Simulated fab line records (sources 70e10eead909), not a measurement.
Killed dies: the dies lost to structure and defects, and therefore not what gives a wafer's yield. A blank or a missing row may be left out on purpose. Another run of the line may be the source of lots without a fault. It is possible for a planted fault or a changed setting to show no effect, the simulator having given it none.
Struck lot and sound lot, side by side | flow nand-harc | 15 steps out of a route of 1302
Sound: these wafers, L376.1, L376.5, L376.6. Struck: wafers L381.4, L381.6. (L381.2 of the same lot was not struck and is left out.) The cause comes at the end.
Per side, at each step with rows, come the tool, then ch with its chambers, and then its first start. Under that, the readings that differ: sound wafers | struck wafers | difference of the means | sigmas: that difference in standard deviations of wafers without a fault.
alike: a reading whose means differ by less than 2 such deviations, as well as words and numbers matching on both sides. not compared: withheld readings; readings where some wafer has no value; bounds like >300 that might hide an equal value; numbers whose values overlap and for which the record gives no deviation.
The two part at a step that has a row with sigmas, a row that says differs or no value, or rows on one side only. Non-overlapping numbers with no deviation appear without sigmas and do not part them. A reading missing from all wafers of one side parts the sides only when that side holds two or more wafers.

NHARC_P_M2_INSPECT_11:
  sound on defect-inspect-02, day 7 06:24; struck on defect-inspect-02, day 9 10:11
  reading          | sound   | struck | difference | sigmas
  raw-defect-count | 10 10 7 | 2 6    | -5         | -2
then, 1 step without rows for these wafers: NHARC_P_M2_DESCUM_14 (chemistry O2, time 3 s).
NHARC_P_M2_ETCH_35: etches the open film in N2/H2, target depth 40 nm, overetch 12 nm, time 43.94 s.
  sound on rie-diel-05 ch 1,2,3, day 7 06:34; struck on rie-diel-07 ch 2, day 9 10:20
  alike: drypump-motor-current-A, oes-product-au, rf-vpp-V, showerhead-plenum-p-Torr, throttle-valve-pct
  not compared: rf-hours-counter-h
then, 1 step without rows for these wafers: NHARC_P_M2_ETCH_15 (etches the open film in C4F8/Ar, target depth 182.5 nm, time 91.2 s).
NHARC_P_M2_CD_MEAS_16:
  sound on cd-sem-01, day 7 06:47; struck on cd-sem-02, day 9 10:34
  reading    | sound             | struck      | difference | sigmas
  cd-nm (nm) | 171.2 170.1 170.5 | 168.8 169.4 | -1.5       | -2
NHARC_P_M2_STRIP_18: strips in N2/H2.
  sound on rie-diel-07 ch 0,1, day 7 06:53; struck on rie-diel-01 ch 1, day 9 10:38
  alike: drypump-motor-current-A, oes-product-au, rf-vpp-V, showerhead-plenum-p-Torr, throttle-valve-pct
  not compared: rf-hours-counter-h
NHARC_P_M2_ETCH_28: etches the open film in CF4/N2, target depth 30 nm, time 72.99 s.
  sound: rie-diel-07 ch 0,2,3; struck: rie-diel-01 ch 2
  reading                         | sound             | struck      | difference | sigmas
  rf-vpp-V (V)                    | 310.3 311.2 312.1 | 317.7 317.5 | +6.4       | +3
  showerhead-plenum-p-Torr (Torr) | 2.50 2.50 2.55    | 2.81 2.81   | +0.29      | +3
  alike: drypump-motor-current-A, oes-product-au, throttle-valve-pct
  not compared: rf-hours-counter-h
then, 1 step without rows for these wafers: NHARC_P_M2_STRIP_19 (strips in post etch residue remover, time 600 s).
NHARC_P_M2_DEGAS_29: time 60 s.
  sound on pvd-sputter-01, day 7 07:29; struck on pvd-sputter-02, day 9 11:16
  alike: heater-power-w
then, 2 steps without rows for these wafers: NHARC_P_M2_PRE_CLEAN_30 (time 30 s); NHARC_P_M2_PVD_20 (deposits TaN, target thk 5 nm, time 8.06 s).
NHARC_P_M2_PVD_21: deposits Cu, target thk 30 nm, time 20.49 s.
  sound on pvd-sputter-01; struck on pvd-sputter-02
  alike: throttle-valve-pct
NHARC_P_M2_ECD_22: material Cu, target thk 400 nm.
  sound on ecd-cu-01 ch 0,1, day 7 07:54; struck on ecd-cu-02 ch 0, day 9 11:41
  alike: bath-heat-duty-pct
then, 1 step without rows for these wafers: NHARC_P_M2_ANNEAL_31 (time 90 s).
NHARC_P_M2_CMP_23: polishes, t overpolish 20 s, target thk 144.3 nm.
  sound on cmp-02 ch 0,3, day 7 08:36; struck on cmp-02 ch 0,2, day 9 12:21
  reading                | sound          | struck    | difference | sigmas
  time-to-endpoint-s (s) | 27.7 25.4 27.5 | 11.5 12.8 | -14.7      | -6
  alike: motor-current-A

== WHERE THEY PART ==
First at NHARC_P_M2_INSPECT_11; last, within this record, at NHARC_P_M2_CMP_23.

WHY: what had been put in by the simulator
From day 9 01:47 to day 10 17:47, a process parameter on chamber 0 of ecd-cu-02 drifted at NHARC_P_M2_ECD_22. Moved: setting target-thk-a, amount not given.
